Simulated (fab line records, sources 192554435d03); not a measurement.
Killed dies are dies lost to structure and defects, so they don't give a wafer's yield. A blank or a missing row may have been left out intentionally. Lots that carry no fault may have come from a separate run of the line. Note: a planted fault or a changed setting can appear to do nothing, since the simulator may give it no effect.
Problem report in the 8D (eight disciplines) form, filled by code ; flow n5 finfet ; the parts of the form that need people (team, actions taken, sign-off) are left out

1. WHAT IS WRONG
N5_PASSIVATION_PROBE_49, killed_at_M4_up: mean 103 on 3 wafers (1 lot); fault-free wafers 15, standard deviation 5.6. Relative to the usual mean, that is a shift of +16 standard deviations.
The first sign was on wafer L279.3 at day 17 03:38, on prober-01. The record has a number at this step for 6 wafers belonging to 2 lots. Rule for "out", or "out of limits": more than 4 standard deviations from the usual mean. The other wafers with a number count as sound.

2. WHAT IT IS AND WHAT IT IS NOT
question;is;is not
which readings at this step;killed_at_M4_up;killed_at_M0_to_M3, killed at contacts, killed at front end, killed at other, killed open, killed short
which lots;L279;L291
which wafers of those lots;all that have a number;-
read on which tools;prober-01;prober-02
when;from day 17 03:38;"up to then (0 sound wafers); but 3 sound wafers of L291 came after"

3. THE SUSPECTS, EACH WITH WHAT RULES IT OUT
Counting: a tool at any process step up to the reading remains a suspect when it ran all the lots that are out and ran no sound lot after the first of those.
- pvd sputter-03 at N5_BEOL_M4_SPUTTER_94 (material Cu, target thk 4.5 nm, time 8.29 s): kept. It ran the lot that is out, L279 (day 12 09:47), and no sound lot after that.
- rie diel-02 at N5_MIM_BOT_ETCH_ETCH_04 (etches SiNx in CF4/O2, target depth 26 nm, time 13 s): kept. It ran the lot that is out, L279 (day 16 17:47), and no sound lot after that.
- prober-01 at N5_PASSIVATION_PROBE_49: kept. It ran the lot that is out, L279 (day 17 03:38), and no sound lot after that. Its own readings are out on those wafers: killed_at_M4_up.
Left after counting: pvd sputter-03 at N5_BEOL_M4_SPUTTER_94, rie diel-02 at N5_MIM_BOT_ETCH_ETCH_04, prober-01 at N5_PASSIVATION_PROBE_49.

4. THE CAUSE (what the simulator had put in)
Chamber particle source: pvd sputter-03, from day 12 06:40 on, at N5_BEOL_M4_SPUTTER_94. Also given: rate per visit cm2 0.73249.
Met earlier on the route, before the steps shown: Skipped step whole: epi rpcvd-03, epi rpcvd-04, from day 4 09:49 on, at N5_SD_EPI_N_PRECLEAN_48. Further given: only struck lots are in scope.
Counting leaves 3 suspects; this tool is one of them.

5. THE CHAIN OF EFFECTS, in route order
One row per reading whose mean, taken over the struck wafers that have a number, lies over 3 standard deviations from the usual. Only readings for which the record gives a usual standard deviation are gone through. hours: the time from each lot's start at the first step in this table that gives one to its start at this step, as a median over the lots. sigmas: the change in usual standard deviations.
hours;step;reading;usual;on struck wafers;change;sigmas
0;N5_PASSIVATION_PROBE_49;killed_at_M4_up;15;103;+88;+16
0;N5_PASSIVATION_PROBE_49;killed dies;109;194;+85;+4.2
The process steps in it:
- N5_PASSIVATION_PROBE_49

6. HOW IT WOULD HAVE BEEN CAUGHT EARLIER
The fault began at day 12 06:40; the first out-of-limits reading in this record came at day 17 03:38, 117 hours later.
No tool reading at N5_BEOL_M4_SPUTTER_94 that has a usual standard deviation in the record was out on any struck wafer, so an alarm limit of 4 standard deviations on those readings would not have fired.
Lots out: 1; all had begun N5_BEOL_M4_SPUTTER_94 on pvd sputter-03 by day 17 03:38. Holding the tool at that point would not have protected any of them.
